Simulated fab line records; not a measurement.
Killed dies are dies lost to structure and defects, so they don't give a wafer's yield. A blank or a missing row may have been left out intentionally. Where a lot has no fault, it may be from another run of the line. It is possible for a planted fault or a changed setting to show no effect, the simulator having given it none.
fab line records	flow n5_finfet
[record] lots = 24	wafers = 72	last_day = 17
route steps=1938 shown BEOL_M9@1456 BEOL_M10@1487
lots untouched by any fault: they come from a run of this same line in which no faults occurred
start_h: the number of hours between the record's first day and the start of the first shown wafer of the lot	wait_h: hours elapsed since this lot's preceding step	" same as the row above	L1.1+2: one row covering several wafers at once	- no value present, or no start provided	* or withheld: withheld	< > ~ a bound
route shown NAME@n: a module of which the file shows steps, and the number in the route of the first	usual: mean/standard deviation of fault-free wafers	same: alike in all rows	chamber/n: place in a boat	sites: the reading at each site	_std_site: standard deviation of those values	_edge_site: inner sites' mean taken away from outer sites' mean	radius_mm: for every site, how far away it sits from the centre of the wafer	mask NAME#n: copy n	behind: the tool/chamber that last shaped the wafer	hold: why the lot was held/for how many hours/how that ended	device: the n, p or np transistor that did not switch	end of line: the route-end tests of the same wafers	a step given without rows: its recipe and nothing more	killed: the dies lost at the first sort to structure and to defects; this is not the yield of the wafer	map: a wafer's dies, marking killed ones x, the rest . and places with no die _
set.NAME: setting as actually run; set.NAME@STEP: the setting as run at that earlier step	model.NAME: the simulator's own value behind a step, which no gauge read
a sample of lots followed through the steps of the route, with each step as a table and each wafer as a row
services: the hour from which a tool's chamber was out of use, counted from the record's first day as start_h (under 0 if before that day), plus the number of hours and why
[[steps]]
[step N5_BEOL_M9_DEGAS_44]
[recipe] ambient = vacuum	temp_c = 250	time_s = 60
[usual] heater_power_w = 337/28
lot.wafer	tool	chamber	start_h	wait_h	heater_power_w
L074.1	pvd_sputter-01	-	206.66	0.8	322
L074.2	"	-	"	"	325
L074.5	"	-	"	"	317
L076.1	pvd_sputter-03	-	212.18	0.8	364
L076.2	"	-	"	"	299
L076.4	"	-	"	"	347
L075.1	pvd_sputter-03	-	212.70	0.9	385
L075.2	"	-	"	"	345
L075.3	"	-	"	"	308
L077.2	pvd_sputter-03	-	220.76	0.3	385
L077.3	"	-	"	"	313
L077.5	"	-	"	"	369
L078.2	pvd_sputter-03	-	231.82	0.9	352
L078.3	"	-	"	"	378
L078.6	"	-	"	"	379
L079.1	pvd_sputter-01	-	238.55	0.3	348
L079.4	"	-	"	"	310
L079.6	"	-	"	"	325
L080.4	pvd_sputter-02	-	242.85	0.5	363
L080.5	"	-	"	"	351
L080.6	"	-	"	"	314
L081.3	pvd_sputter-02	-	252.94	0.3	360
L081.4	"	-	"	"	305
L081.5	"	-	"	"	315
L082.1	pvd_sputter-01	-	264.77	0.3	364
L082.2	"	-	"	"	328
L082.6	"	-	"	"	317
L083.2	pvd_sputter-01	-	265.19	0.4	334
L083.4	"	-	"	"	366
L083.6	"	-	"	"	323
L084.1	pvd_sputter-01	-	265.31	0.5	317
L084.2	"	-	"	"	352
L084.6	"	-	"	"	325
L085.1	pvd_sputter-02	-	286.29	0.3	305
L085.5	"	-	"	"	310
L085.6	"	-	"	"	307
L087.1	pvd_sputter-03	-	292.76	0.4	381
L087.5	"	-	"	"	375
L087.6	"	-	"	"	375
L089.1	pvd_sputter-03	-	296.27	0.3	384
L089.3	"	-	"	"	371
L089.4	"	-	"	"	310
L086.1	pvd_sputter-03	-	296.63	0.5	353
L086.2	"	-	"	"	311
L086.4	"	-	"	"	355
L088.1	pvd_sputter-03	-	316.71	0.5	359
L088.4	"	-	"	"	353
L088.5	"	-	"	"	311
L090.3	pvd_sputter-03	-	322.95	0.3	295
L090.5	"	-	"	"	345
L090.6	"	-	"	"	305
L091.1	pvd_sputter-02	-	326.38	0.6	304
L091.4	"	-	"	"	355
L091.5	"	-	"	"	298
L092.2	pvd_sputter-02	-	326.46	0.6	345
L092.4	"	-	"	"	310
L092.6	"	-	"	"	304
L093.1	pvd_sputter-03	-	344.81	1.1	384
L093.4	"	-	"	"	302
L093.6	"	-	"	"	309
L094.1	pvd_sputter-03	-	347.71	0.5	382
L094.2	"	-	"	"	309
L094.6	"	-	"	"	352
L097.1	pvd_sputter-03	-	352.73	1.0	379
L097.2	"	-	"	"	308
L097.3	"	-	"	"	369
L095.3	pvd_sputter-02	-	355.92	0.9	304
L095.5	"	-	"	"	315
L095.6	"	-	"	"	312
L096.1	pvd_sputter-02	-	356.00	1.0	309
L096.4	"	-	"	"	355
L096.6	"	-	"	"	306
[step N5_BEOL_M9_PRE_CLEAN_45]
[recipe] gas = H2/He	time_s = 30	temp_c = 250
[usual] heater_power_w = 336/29
lot.wafer	tool	chamber	start_h	wait_h	heater_power_w
L074.1	pvd_sputter-01	-	206.70	0.0	328
L074.2	"	-	"	"	327
L074.5	"	-	"	"	314
L076.1	pvd_sputter-03	-	212.22	0.0	369
L076.2	"	-	"	"	307
L076.4	"	-	"	"	353
L075.1	pvd_sputter-03	-	212.74	0.0	397
L075.2	"	-	"	"	350
L075.3	"	-	"	"	303
L077.2	pvd_sputter-03	-	220.80	0.0	380
L077.3	"	-	"	"	306
L077.5	"	-	"	"	364
L078.2	pvd_sputter-03	-	231.86	0.0	347
L078.3	"	-	"	"	384
L078.6	"	-	"	"	383
L079.1	pvd_sputter-01	-	238.59	0.0	349
L079.4	"	-	"	"	306
L079.6	"	-	"	"	325
L080.4	pvd_sputter-02	-	242.89	0.0	356
L080.5	"	-	"	"	349
L080.6	"	-	"	"	310
L081.3	pvd_sputter-02	-	252.98	0.0	354
L081.4	"	-	"	"	303
L081.5	"	-	"	"	303
L082.1	pvd_sputter-01	-	264.81	0.0	349
L082.2	"	-	"	"	325
L082.6	"	-	"	"	318
L083.2	pvd_sputter-01	-	265.23	0.0	329
L083.4	"	-	"	"	360
L083.6	"	-	"	"	328
L084.1	pvd_sputter-01	-	265.35	0.0	311
L084.2	"	-	"	"	355
L084.6	"	-	"	"	322
L085.1	pvd_sputter-02	-	286.33	0.0	305
L085.5	"	-	"	"	310
L085.6	"	-	"	"	307
L087.1	pvd_sputter-03	-	292.80	0.0	381
L087.5	"	-	"	"	372
L087.6	"	-	"	"	379
L089.1	pvd_sputter-03	-	296.31	0.0	381
L089.3	"	-	"	"	362
L089.4	"	-	"	"	302
L086.1	pvd_sputter-03	-	296.67	0.0	356
L086.2	"	-	"	"	308
L086.4	"	-	"	"	367
L088.1	pvd_sputter-03	-	316.75	0.0	370
L088.4	"	-	"	"	341
L088.5	"	-	"	"	314
L090.3	pvd_sputter-03	-	322.99	0.0	304
L090.5	"	-	"	"	350
L090.6	"	-	"	"	309
L091.1	pvd_sputter-02	-	326.42	0.0	312
L091.4	"	-	"	"	351
L091.5	"	-	"	"	306
L092.2	pvd_sputter-02	-	326.50	0.0	356
L092.4	"	-	"	"	308
L092.6	"	-	"	"	313
L093.1	pvd_sputter-03	-	344.85	0.0	385
L093.4	"	-	"	"	302
L093.6	"	-	"	"	311
L094.1	pvd_sputter-03	-	347.75	0.0	390
L094.2	"	-	"	"	300
L094.6	"	-	"	"	340
L097.1	pvd_sputter-03	-	352.77	0.0	364
L097.2	"	-	"	"	297
L097.3	"	-	"	"	388
L095.3	pvd_sputter-02	-	355.96	0.0	304
L095.5	"	-	"	"	301
L095.6	"	-	"	"	304
L096.1	pvd_sputter-02	-	356.04	0.0	306
L096.4	"	-	"	"	355
L096.6	"	-	"	"	309
[step N5_BEOL_M10_ETCH_61]
[recipe] chemistry = CF4	target = SiARC	target_depth_a = 390	mask_material = CAR-ArF	time_s = 65	ion_energy_ev = 80	pressure_mtorr = 40	source_w = 545	bias_w = 36	Ar_flow_sccm = 100	cf4_flow_sccm = 100	ends = cleared
[usual] drypump_motor_current_A = 6.0/0.46	etch_rf_on_time_s = 64.9/1.6	oes_product_au = 0.69/0.098	rf_vpp_V = 184.1/1.2	showerhead_plenum_p_Torr = 2.15/0.068	throttle_valve_pct = 15.45/0.25
lot.wafer	tool	chamber	start_h	wait_h	drypump_motor_current_A	etch_rf_on_time_s	oes_product_au	rf_hours_counter_h	rf_vpp_V	showerhead_plenum_p_Torr	throttle_valve_pct
L074.1	rie_diel-03	3	210.74	0.0	5.5	63.5	0.74	54	181.8	2.11	15.66
L074.2	"	1	"	"	6.6	62.5	0.72	73	181.6	2.09	15.33
L074.5	"	0	"	"	5.3	65.7	0.61	-	184.7	2.13	15.73
L076.1	rie_diel-05	3	217.86	0.0	6.1	66.5	0.59	240	185.8	2.19	15.51
L076.2	"	0	"	"	5.8	66.0	0.57	251	182.7	2.02	15.57
L076.4	"	0	"	"	5.8	66.1	0.57	-	182.3	2.02	15.56
L075.1	rie_diel-04	2	217.97	0.0	6.3	64.6	0.59	230	184.6	2.11	15.94
L075.2	"	3	"	"	6.1	66.1	0.65	135	182.3	2.07	15.42
L075.3	"	1	"	"	6.1	64.0	0.58	247	183.7	2.18	15.48
L077.2	rie_diel-05	0	224.49	0.0	5.9	65.6	0.57	254	182.4	2.02	15.56
L077.3	"	1	"	"	5.0	66.0	0.59	209	185.2	2.12	15.52
L077.5	"	3	"	"	6.2	65.7	0.59	-	185.6	2.19	15.49
L078.2	rie_diel-04	0	235.50	0.0	6.6	67.5	0.58	223	185.4	2.20	15.48
L078.3	"	3	"	"	6.1	65.8	0.65	141	183.4	2.06	15.42
L078.6	"	0	"	"	6.6	67.5	0.58	-	184.2	2.20	15.50
L079.1	rie_diel-05	1	246.90	0.0	5.0	65.8	0.60	219	184.7	2.12	15.54
L079.4	"	2	"	"	6.0	62.2	0.84	-	186.7	2.28	15.40
L079.6	"	3	"	"	6.1	65.7	0.58	-	183.0	2.19	15.52
L080.4	rie_diel-03	0	250.37	0.0	5.4	66.4	0.59	-	182.7	2.12	15.73
L080.5	"	3	"	"	5.5	64.4	0.72	-	183.9	2.10	15.68
L080.6	"	2	"	"	6.0	67.4	0.58	-	184.3	2.19	16.13
L081.3	rie_diel-05	1	261.00	0.0	5.0	66.0	0.59	224	183.4	2.12	15.54
L081.4	"	2	"	"	5.9	63.0	0.83	-	184.2	2.28	15.40
L081.5	"	1	"	"	5.0	66.8	0.58	-	184.8	2.12	15.55
L082.1	rie_diel-05	3	268.47	0.0	6.1	66.4	0.57	262	184.9	2.19	15.53
L082.2	"	2	"	"	5.9	62.6	0.82	18	185.6	2.28	15.43
L082.6	"	1	"	"	5.0	66.8	0.58	-	184.5	2.12	15.55
L083.2	rie_diel-04	1	270.21	0.0	6.1	63.3	0.84	2	184.9	2.18	15.02
L083.4	"	0	"	"	6.6	67.4	0.58	-	185.4	2.20	15.54
L083.6	"	1	"	"	6.1	62.9	0.84	-	184.4	2.18	15.03
L084.1	rie_diel-04	3	271.85	0.0	6.1	65.7	0.65	153	183.5	2.06	15.44
L084.2	"	1	"	"	6.1	62.7	0.83	2	183.4	2.18	15.03
L084.6	"	0	"	"	6.6	67.7	0.57	-	183.9	2.20	15.52
L085.1	rie_diel-03	1	293.00	0.0	6.6	61.8	0.71	97	183.6	2.08	15.39
L085.5	"	1	"	"	6.5	62.4	0.70	-	182.5	2.08	15.39
L085.6	"	2	"	"	6.0	63.7	0.82	-	184.7	2.18	15.68
L087.1	rie_diel-05	2	296.52	0.0	5.9	62.4	0.80	30	186.0	2.27	15.43
L087.5	"	0	"	"	5.9	63.3	0.81	-	186.7	2.26	15.10
L087.6	"	1	"	"	5.0	67.8	0.57	-	184.0	2.11	15.58
L089.1	rie_diel-04	0	300.01	0.0	6.6	67.2	0.57	251	184.9	2.19	15.51
L089.3	"	3	"	"	6.0	66.3	0.64	165	183.1	2.06	15.47
L089.4	"	0	"	"	6.6	67.3	0.56	-	185.0	2.19	15.53
L086.1	rie_diel-04	0	300.82	0.0	6.6	67.6	0.57	251	184.7	2.19	15.56
L086.2	"	2	"	"	6.4	63.4	0.83	5	185.2	2.10	15.48
L086.4	"	3	"	"	6.0	66.0	0.64	-	183.2	2.06	15.47
L088.1	rie_diel-03	2	323.05	0.0	6.0	64.8	0.78	19	185.7	2.18	15.71
L088.4	"	3	"	"	5.5	64.4	0.70	91	185.9	2.10	15.71
L088.5	"	2	"	"	6.0	64.4	0.80	-	185.5	2.18	15.69
L090.3	rie_diel-04	2	327.07	0.0	6.4	62.9	0.80	17	184.5	2.09	15.52
L090.5	"	1	"	"	6.0	63.7	0.78	-	183.4	2.17	15.06
L090.6	"	0	"	"	6.6	65.1	0.82	-	184.7	2.19	15.08
L091.1	rie_diel-03	1	330.32	0.0	6.6	62.0	0.70	110	183.2	2.08	15.40
L091.4	"	3	"	"	5.5	64.1	0.70	93	182.4	2.10	15.72
L091.5	"	2	"	"	6.0	63.5	0.79	-	184.1	2.18	15.69
L092.2	rie_diel-05	0	330.68	0.0	5.8	64.0	0.78	25	184.9	2.26	15.12
L092.4	"	2	"	"	6.0	63.5	0.77	-	184.8	2.27	15.45
L092.6	"	3	"	"	6.1	66.5	0.78	-	184.0	2.18	15.01
L093.1	rie_diel-04	3	348.49	0.0	6.1	66.9	0.62	182	181.8	2.05	15.50
L093.4	"	0	"	"	6.6	65.4	0.80	7	184.3	2.19	15.07
L093.6	"	0	"	"	6.6	65.8	0.80	-	186.4	2.19	15.09
L094.1	rie_diel-04	1	353.02	0.0	6.1	62.8	0.77	32	185.4	2.17	15.08
L094.2	"	2	"	"	6.4	63.3	0.78	28	185.2	2.09	15.54
L094.6	"	3	"	"	6.1	65.6	0.64	-	181.6	2.05	15.49
L097.1	rie_diel-04	1	356.80	0.0	6.1	63.0	0.76	33	182.3	2.17	15.09
L097.2	"	2	"	"	6.4	63.3	0.78	29	184.9	2.09	15.55
L097.3	"	0	"	"	6.6	65.3	0.79	9	183.5	2.19	15.07
L096.1	rie_diel-05	1	359.77	0.0	5.0	64.4	0.80	5	183.2	2.11	15.14
L096.4	"	2	"	"	5.9	62.9	0.76	55	184.8	2.26	15.49
L096.6	"	1	"	"	5.0	65.0	0.81	-	182.8	2.11	15.13
L095.3	rie_diel-04	0	359.94	0.0	6.6	65.4	0.79	10	185.4	2.19	15.08
L095.5	"	1	"	"	6.1	63.7	0.76	-	185.9	2.17	15.07
L095.6	"	0	"	"	6.5	65.7	0.79	-	186.4	2.19	15.08
[step N5_BEOL_M10_STRIP_67]
[recipe] chemistry = CF4	resist = SiARC	power_w = 300	bias_power_w = 75	pressure_mtorr = 50	cf4_flow_sccm = 150	rf_frequency_hz = 6e+07
[usual] drypump_motor_current_A = 6.0/0.46	oes_product_au = 0.81/0.11	rf_vpp_V = 271.3/1.5	showerhead_plenum_p_Torr = 1.80/0.057	throttle_valve_pct = 13.44/0.26
lot.wafer	tool	chamber	start_h	wait_h	drypump_motor_current_A	oes_product_au	rf_hours_counter_h	rf_vpp_V	showerhead_plenum_p_Torr	throttle_valve_pct
L074.1	rie_diel-03	3	210.93	0.0	5.5	0.86	54	270.0	1.77	13.58
L074.2	"	1	"	"	6.6	0.83	73	269.7	1.75	13.29
L074.5	"	0	"	"	5.4	0.71	-	270.4	1.78	13.71
L076.1	rie_diel-05	3	218.06	0.0	6.2	0.70	240	271.4	1.84	13.52
L076.2	"	0	"	"	5.9	0.67	251	268.3	1.69	13.62
L076.4	"	0	"	"	5.9	0.68	-	267.8	1.69	13.62
L075.1	rie_diel-04	2	218.17	0.0	6.4	0.69	230	270.1	1.77	13.97
L075.2	"	3	"	"	6.1	0.78	136	267.9	1.73	13.38
L075.3	"	1	"	"	6.1	0.68	247	271.8	1.83	13.54
L077.2	rie_diel-05	0	224.68	0.0	5.9	0.68	254	270.5	1.69	13.63
L077.3	"	1	"	"	5.0	0.71	209	272.7	1.78	13.54
L077.5	"	3	"	"	6.2	0.69	-	272.5	1.84	13.53
L078.2	rie_diel-04	0	235.70	0.0	6.6	0.70	223	272.4	1.84	13.51
L078.3	"	3	"	"	6.0	0.78	141	269.0	1.73	13.37
L078.6	"	0	"	"	6.6	0.70	-	274.4	1.84	13.51
L079.1	rie_diel-05	1	247.09	0.0	5.0	0.70	219	270.8	1.78	13.57
L079.4	"	2	"	"	6.0	0.96	-	273.7	1.92	13.36
L079.6	"	3	"	"	6.1	0.68	-	273.5	1.83	13.54
L080.4	rie_diel-03	0	250.55	0.0	5.3	0.71	-	270.9	1.78	13.75
L080.5	"	3	"	"	5.5	0.84	-	271.0	1.77	13.60
L080.6	"	2	"	"	5.9	0.71	-	270.5	1.82	14.10
L081.3	rie_diel-05	1	261.20	0.0	5.0	0.70	224	270.1	1.78	13.56
L081.4	"	2	"	"	6.0	0.95	-	272.6	1.92	13.37
L081.5	"	1	"	"	5.0	0.70	-	270.5	1.78	13.58
L082.1	rie_diel-05	3	268.66	0.0	6.1	0.68	262	273.5	1.83	13.57
L082.2	"	2	"	"	6.0	0.95	18	273.3	1.92	13.38
L082.6	"	1	"	"	5.0	0.69	-	270.0	1.78	13.59
L083.2	rie_diel-04	1	270.40	0.0	6.1	0.96	2	273.0	1.82	12.99
L083.4	"	0	"	"	6.6	0.68	-	271.8	1.84	13.55
L083.6	"	1	"	"	6.1	0.96	-	272.3	1.82	12.97
L084.1	rie_diel-04	3	272.04	0.0	6.0	0.76	153	270.9	1.72	13.41
L084.2	"	1	"	"	6.1	0.97	3	272.7	1.82	12.99
L084.6	"	0	"	"	6.6	0.68	-	272.9	1.84	13.54
L085.1	rie_diel-03	1	293.20	0.0	6.5	0.80	97	269.0	1.75	13.36
L085.5	"	1	"	"	6.6	0.81	-	270.4	1.75	13.34
L085.6	"	2	"	"	6.0	0.95	-	272.9	1.82	13.55
L087.1	rie_diel-05	2	296.71	0.0	5.9	0.91	30	272.9	1.91	13.41
L087.5	"	0	"	"	5.8	0.92	-	273.7	1.90	13.07
L087.6	"	1	"	"	5.0	0.68	-	270.9	1.77	13.59
L089.1	rie_diel-04	0	300.21	0.0	6.6	0.68	251	272.7	1.84	13.59
L089.3	"	3	"	"	6.1	0.76	165	268.9	1.72	13.45
L089.4	"	0	"	"	6.6	0.68	-	271.8	1.84	13.56
L086.1	rie_diel-04	0	301.02	0.0	6.6	0.68	251	271.9	1.84	13.57
L086.2	"	2	"	"	6.4	0.96	5	271.6	1.77	13.45
L086.4	"	3	"	"	6.1	0.75	-	269.7	1.72	13.45
L088.1	rie_diel-03	2	323.25	0.0	6.0	0.92	19	273.0	1.82	13.57
L088.4	"	3	"	"	5.5	0.82	91	270.7	1.76	13.65
L088.5	"	2	"	"	6.0	0.92	-	273.2	1.82	13.58
L090.3	rie_diel-04	2	327.27	0.0	6.4	0.92	17	269.9	1.76	13.48
L090.5	"	1	"	"	6.1	0.90	-	271.3	1.82	13.04
L090.6	"	0	"	"	6.6	0.96	-	272.6	1.83	13.04
L091.1	rie_diel-03	1	330.51	0.0	6.6	0.79	110	270.6	1.74	13.39
L091.4	"	3	"	"	5.5	0.82	93	270.2	1.76	13.67
L091.5	"	2	"	"	6.0	0.92	-	270.8	1.82	13.58
L092.2	rie_diel-05	0	330.87	0.0	5.8	0.90	25	274.5	1.89	13.10
L092.4	"	2	"	"	5.9	0.90	-	274.0	1.91	13.43
L092.6	"	3	"	"	6.1	0.92	-	271.8	1.83	12.96
L093.1	rie_diel-04	3	348.69	0.0	6.1	0.73	182	269.2	1.72	13.49
L093.4	"	0	"	"	6.5	0.93	7	272.6	1.83	13.04
L093.6	"	0	"	"	6.6	0.94	-	270.7	1.83	13.03
L094.1	rie_diel-04	1	353.22	0.0	6.1	0.87	32	270.8	1.82	13.04
L094.2	"	2	"	"	6.4	0.89	28	269.8	1.76	13.50
L094.6	"	3	"	"	6.1	0.75	-	268.4	1.71	13.47
L097.1	rie_diel-04	1	357.00	0.0	6.0	0.87	33	271.5	1.82	13.05
L097.2	"	2	"	"	6.4	0.89	29	271.5	1.76	13.52
L097.3	"	0	"	"	6.6	0.92	9	270.5	1.83	13.03
L096.1	rie_diel-05	1	359.97	0.0	5.0	0.93	5	270.2	1.77	13.09
L096.4	"	2	"	"	5.9	0.87	55	273.8	1.90	13.47
L096.6	"	1	"	"	5.0	0.93	-	271.4	1.77	13.08
L095.3	rie_diel-04	0	360.13	0.0	6.5	0.93	10	272.6	1.83	13.04
L095.5	"	1	"	"	6.0	0.87	-	270.7	1.81	13.08
L095.6	"	0	"	"	6.5	0.92	-	272.4	1.83	13.03
[step N5_BEOL_M10_CD_MEAS_28]
[recipe] target_cd_nm = 70	landing_energy_ev = 500	detector = se_inlens	polarity = opening
[usual] cd_nm = 69.6/0.82
lot.wafer	tool	chamber	start_h	wait_h	cd_nm
L074.1	cd_sem-03	0	211.75	-	70.1
L074.2	"	0	"	"	69.1
L074.5	"	0	"	"	70.6
L076.1	cd_sem-01	0	219.75	-	70.5
L076.2	"	0	"	"	69.9
L076.4	"	0	"	"	69.7
L075.1	cd_sem-03	0	219.92	-	68.9
L075.2	"	0	"	"	71.6
L075.3	"	0	"	"	70.7
L077.2	cd_sem-03	0	227.43	-	69.5
L077.3	"	0	"	"	68.8
L077.5	"	0	"	"	67.1
L078.2	cd_sem-02	0	237.45	-	70.1
L078.3	"	0	"	"	68.9
L078.6	"	0	"	"	69.9
L080.4	cd_sem-02	0	251.67	-	70.0
L080.5	"	0	"	"	70.6
L080.6	"	0	"	"	69.4
L079.1	cd_sem-01	0	251.83	-	71.1
L079.4	"	0	"	"	69.3
L079.6	"	0	"	"	70.6
L081.3	cd_sem-03	0	263.87	-	68.6
L081.4	"	0	"	"	69.1
L081.5	"	0	"	"	68.1
L082.1	cd_sem-02	0	270.92	-	69.3
L082.2	"	0	"	"	69.6
L082.6	"	0	"	"	68.6
L083.2	cd_sem-01	0	271.09	-	69.6
L083.4	"	0	"	"	69.2
L083.6	"	0	"	"	69.5
L084.1	cd_sem-01	0	274.23	-	69.5
L084.2	"	0	"	"	68.3
L084.6	"	0	"	"	69.7
L085.1	cd_sem-01	0	294.90	-	69.6
L085.5	"	0	"	"	68.9
L085.6	"	0	"	"	69.0
L087.1	cd_sem-03	0	297.91	-	69.7
L087.5	"	0	"	"	70.2
L087.6	"	0	"	"	69.8
L086.1	cd_sem-03	0	301.96	-	70.6
L086.2	"	0	"	"	70.1
L086.4	"	0	"	"	69.9
L089.1	cd_sem-02	0	302.13	-	71.0
L089.3	"	0	"	"	72.0
L089.4	"	0	"	"	70.9
L088.1	cd_sem-02	0	325.32	-	69.4
L088.4	"	0	"	"	69.4
L088.5	"	0	"	"	69.4
L090.3	cd_sem-02	0	328.13	-	69.4
L090.5	"	0	"	"	70.1
L090.6	"	0	"	"	69.6
L092.2	cd_sem-01	0	332.54	-	68.7
L092.4	"	0	"	"	68.7
L092.6	"	0	"	"	69.4
L091.1	cd_sem-01	0	332.70	-	69.9
L091.4	"	0	"	"	70.3
L091.5	"	0	"	"	69.4
L093.1	cd_sem-02	0	351.55	-	69.9
L093.4	"	0	"	"	70.3
L093.6	"	0	"	"	69.1
L094.1	cd_sem-01	0	355.28	-	69.3
L094.2	"	0	"	"	68.8
L094.6	"	0	"	"	69.5
L097.1	cd_sem-03	0	358.26	-	71.0
L097.2	"	0	"	"	69.8
L097.3	"	0	"	"	71.3
L096.1	cd_sem-02	0	362.15	-	69.2
L096.4	"	0	"	"	69.5
L096.6	"	0	"	"	68.9
L095.3	cd_sem-02	0	362.32	-	70.2
L095.5	"	0	"	"	70.1
L095.6	"	0	"	"	69.8
[step N5_BEOL_M10_RS_MEAS_57]
[recipe] thk_meas_gauge = four-point-probe	reads = Cu_of_BEOL_M10_ECD_50+Co_of_BEOL_M10_CVD_75+TaN_of_BEOL_M10_ALD_74
[usual] M10_RS = 0.151/0.0037
lot.wafer	tool	chamber	start_h	wait_h	M10_RS[ohm/sq]
L074.1	film_metro-02	-	214.84	0.1	0.154
L074.2	"	-	"	"	0.154
L074.5	"	-	"	"	0.154
L076.1	film_metro-01	-	222.58	0.1	0.148
L076.2	"	-	"	"	0.155
L076.4	"	-	"	"	0.150
L075.1	film_metro-01	-	224.57	0.1	0.152
L075.2	"	-	"	"	0.150
L075.3	"	-	"	"	0.148
L077.2	film_metro-01	-	230.84	0.1	0.153
L077.3	"	-	"	"	0.151
L077.5	"	-	"	"	0.152
L078.2	film_metro-02	-	243.26	0.1	0.151
L078.3	"	-	"	"	0.151
L078.6	"	-	"	"	0.152
L080.4	film_metro-02	-	254.73	0.0	0.150
L080.5	"	-	"	"	0.152
L080.6	"	-	"	"	0.157
L079.1	film_metro-02	-	255.27	0.1	0.156
L079.4	"	-	"	"	0.147
L079.6	"	-	"	"	0.155
L081.3	film_metro-02	-	267.28	0.1	0.160
L081.4	"	-	"	"	0.154
L081.5	"	-	"	"	0.154
L082.1	film_metro-01	-	275.59	0.1	0.150
L082.2	"	-	"	"	0.154
L082.6	"	-	"	"	0.148
L083.2	film_metro-01	-	275.85	0.1	0.147
L083.4	"	-	"	"	0.148
L083.6	"	-	"	"	0.156
L084.1	film_metro-02	-	277.01	0.1	0.153
L084.2	"	-	"	"	0.149
L084.6	"	-	"	"	0.149
L085.1	film_metro-01	-	297.77	0.1	0.145
L085.5	"	-	"	"	0.148
L085.6	"	-	"	"	0.146
L087.1	film_metro-01	-	301.62	0.1	0.148
L087.5	"	-	"	"	0.148
L087.6	"	-	"	"	0.148
L086.1	film_metro-01	-	304.82	0.1	0.155
L086.2	"	-	"	"	0.148
L086.4	"	-	"	"	0.148
L089.1	film_metro-01	-	305.27	0.1	0.151
L089.3	"	-	"	"	0.147
L089.4	"	-	"	"	0.147
L088.1	film_metro-02	-	329.37	0.1	0.152
L088.4	"	-	"	"	0.153
L088.5	"	-	"	"	0.149
L090.3	film_metro-02	-	331.38	0.1	0.146
L090.5	"	-	"	"	0.145
L090.6	"	-	"	"	0.147
L092.2	film_metro-02	-	335.89	0.1	0.146
L092.4	"	-	"	"	0.145
L092.6	"	-	"	"	0.147
L091.1	film_metro-01	-	336.23	0.1	0.146
L091.4	"	-	"	"	0.152
L091.5	"	-	"	"	0.155
L093.1	film_metro-01	-	355.50	0.1	0.154
L093.4	"	-	"	"	0.149
L093.6	"	-	"	"	0.150
L094.1	film_metro-01	-	359.57	0.1	0.148
L094.2	"	-	"	"	0.147
L094.6	"	-	"	"	0.147
L097.1	film_metro-01	-	361.13	0.1	0.149
L097.2	"	-	"	"	0.149
L097.3	"	-	"	"	0.146
L096.1	film_metro-01	-	365.35	0.1	0.146
L096.4	"	-	"	"	0.147
L096.6	"	-	"	"	0.146
L095.3	film_metro-02	-	365.67	0.1	0.151
L095.5	"	-	"	"	0.148
L095.6	"	-	"	"	0.143
[[services]]
tool	chamber	start_h	hours	kind
rie_diel-05	2	209.68	-	clean
rie_diel-05	2	209.68	-	consumable_replace:focus_ring
rie_diel-05	2	209.68	-	consumable_replace:showerhead
rie_diel-05	2	209.68	16.3	scheduled_down
rie_diel-04	-	223.43	2.3	repair
rie_diel-04	1	231.41	-	clean
rie_diel-04	1	231.41	-	consumable_replace:focus_ring
rie_diel-04	1	231.41	34.0	scheduled_down
rie_diel-04	1	231.41	34.0	vent_cycle
pvd_sputter-03	-	235.09	39.9	repair
rie_diel-03	1	242.80	8.4	repair
rie_diel-04	3	254.77	12.9	repair
rie_diel-04	2	268.27	-	clean
rie_diel-04	2	268.27	-	consumable_replace:focus_ring
rie_diel-04	2	268.27	18.8	scheduled_down
rie_diel-04	2	268.27	18.8	vent_cycle
rie_diel-04	0	305.58	-	clean
rie_diel-04	0	305.58	-	consumable_replace:focus_ring
rie_diel-04	0	305.58	15.4	scheduled_down
rie_diel-04	0	305.58	15.4	vent_cycle
rie_diel-03	3	308.90	6.4	repair
rie_diel-04	3	323.50	7.8	repair
rie_diel-04	0	329.44	10.8	repair
rie_diel-03	0	331.16	12.6	repair
[[key]]
fault none
